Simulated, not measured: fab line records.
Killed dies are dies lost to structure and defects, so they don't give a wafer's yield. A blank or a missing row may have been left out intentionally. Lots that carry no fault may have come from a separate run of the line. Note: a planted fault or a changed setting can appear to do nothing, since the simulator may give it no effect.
Comparing a struck lot with a sound one | flow n5 finfet | 23 out of 1938 route steps
Sound: these wafers, L711.3, L711.4, L711.6. The struck wafers were L721.2, L721.5, L721.6. Last of all comes the cause.
Each step with rows lists, per side, the tool, then ch with its chambers, then its first start. Under that, the readings that differ: sound wafers | struck wafers | difference of the means | sigmas: that difference in standard deviations of wafers without a fault.
alike: a reading whose means differ by less than 2 such deviations, as well as words and numbers matching on both sides. not compared: withheld readings; readings where some wafer has no value; bounds like >300 that might hide an equal value; numbers whose values overlap and for which the record gives no deviation.
Wherever a step has rows on one side only, a row that says differs or no value, or a row with sigmas, the two part there. Numbers that don't overlap but have no deviation are shown without sigmas and don't part them. Lack of a reading on every wafer of one side parts them only where that side has two or more wafers.

first, 9 steps without rows for these wafers: N5_BEOL_M7_ILD_DEP_00 (deposits SiCOH lowk from DEMS/porogen, target thk 179.75 nm, time 33.4 s); N5_BEOL_M7_CURE_74 (cures SiCOH lowk, time 240 s); N5_BEOL_M7_PECVD_70 (deposits SiO2 from TEOS/O2, target thk 20 nm, time 22.7 s); N5_BEOL_M7_HM_DEP_02 (deposits TiN, target thk 20 nm); N5_BEOL_M7_COAT_59 (time 60 s, resist thk 100 nm); N5_BEOL_M7_COAT_60 (time 60 s, resist thk 35 nm); N5_BEOL_M7_COAT_05 (resist thk 90 nm); N5_BEOL_M7_EBR_07; N5_BEOL_M7_SOFTBAKE_06 (time 60 s).
N5_BEOL_M7_EXPOSE_08: exposes mask M7.
  sound on arfi scanner-03 ch 0, day 10 08:42; struck on arfi scanner-03 ch 0, day 13 04:20
  reading              | sound             | struck            | difference | sigmas
  exposure dose mJ cm2 | 68.12 68.20 68.25 | 72.19 72.22 72.22 | +4.02      | +61
  alike: mask
then, 2 steps without rows for these wafers: N5_BEOL_M7_PEB_09 (peb time 60 s); N5_BEOL_M7_DEVELOP_10 (develop time 30 s).
N5_BEOL_M7_CD_MEAS_11 targets a cd of 38.5 nm.
  sound on cd sem-01 ch 0, day 10 08:49; struck on cd sem-02 ch 0, day 13 04:28
  reading    | sound          | struck         | difference | sigmas
  cd nm (nm) | 38.8 39.7 38.8 | 42.7 42.8 42.2 | +3.5       | +6
then, 1 step without rows for these wafers: N5_BEOL_M7_DESCUM_16 (chemistry O2, time 7.9 s).
N5_BEOL_M7_ETCH_61: etches SiARC in CF4, target depth 45.5 nm, time 75.8 s.
  sound on rie diel-01 ch 0,1, day 10 08:56; struck on rie diel-03 ch 1,2, day 13 04:43
  reading                         | sound       | struck    | difference | sigmas
  model.BEOL_M7.cd offset nm (nm) | 0.4 0.8 0.6 | 3.8 3.8 4 | +3.3       |
  alike: drypump motor current A, etch rf on time s, oes product au, rf vpp V, showerhead plenum p Torr, throttle valve pct
  not compared: rf hours counter h
then, 3 steps without rows for these wafers: N5_BEOL_M7_ETCH_62 (etches SOC in N2/H2, target depth 110 nm, overetch 22 nm, time 165 s); N5_BEOL_M7_STRIP_68 (strips in N2/H2); N5_BEOL_M7_STRIP_67 (strips in CF4).
N5_BEOL_M7_HM_OPEN_17: chemistry Cl2/BCl3, target TiN, target depth 20 nm, overetch 6 nm.
  sound on rie metal-03 ch 0,1, day 10 09:13; struck on rie metal-02 ch 0,1, day 13 04:57
  reading                         | sound       | struck      | difference | sigmas
  model.BEOL_M7.cd offset nm (nm) | 0.4 0.6 0.4 | 3.6 3.6 3.8 | +3.2       |
  alike: drypump motor current A, oes product au, throttle valve pct
  not compared: rf hours counter h
then, 1 step without rows for these wafers: N5_BEOL_M7_STRIP_19 (strips in O2).
N5_BEOL_M7_CD_MEAS_18: pitch 80 nm, target cd 40 nm.
  sound on cd sem-03 at day 10 09:28; struck on cd sem-01 at day 13 05:10
  reading    | sound          | struck         | difference | sigmas
  cd nm (nm) | 40.3 40.7 40.5 | 44.1 43.4 43.7 | +3.2       | +5
then, 1 step without rows for these wafers: N5_BEOL_M7_COAT_63 (time 60 s, resist thk 60 nm).
-- a jump in the record: the struck wafers' starts before and after are 3 days apart (it breaks off in module BEOL_M7 and resumes in module PASSIVATION, where the first step shown is number 1936 of the route) --
N5_PASSIVATION_PROBE_49:
  record: rows for the struck wafers here (prober-01, day 16 14:29), none for the sound ones

## WHERE THEY PART
Earliest at N5_BEOL_M7_EXPOSE_08; latest, in this record, at N5_PASSIVATION_PROBE_49.

WHY: what the simulator had put in
Process parameters drifting: arfi scanner-03 at N5_BEOL_M7_EXPOSE_08, beginning at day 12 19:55. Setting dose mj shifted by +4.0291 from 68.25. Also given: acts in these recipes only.
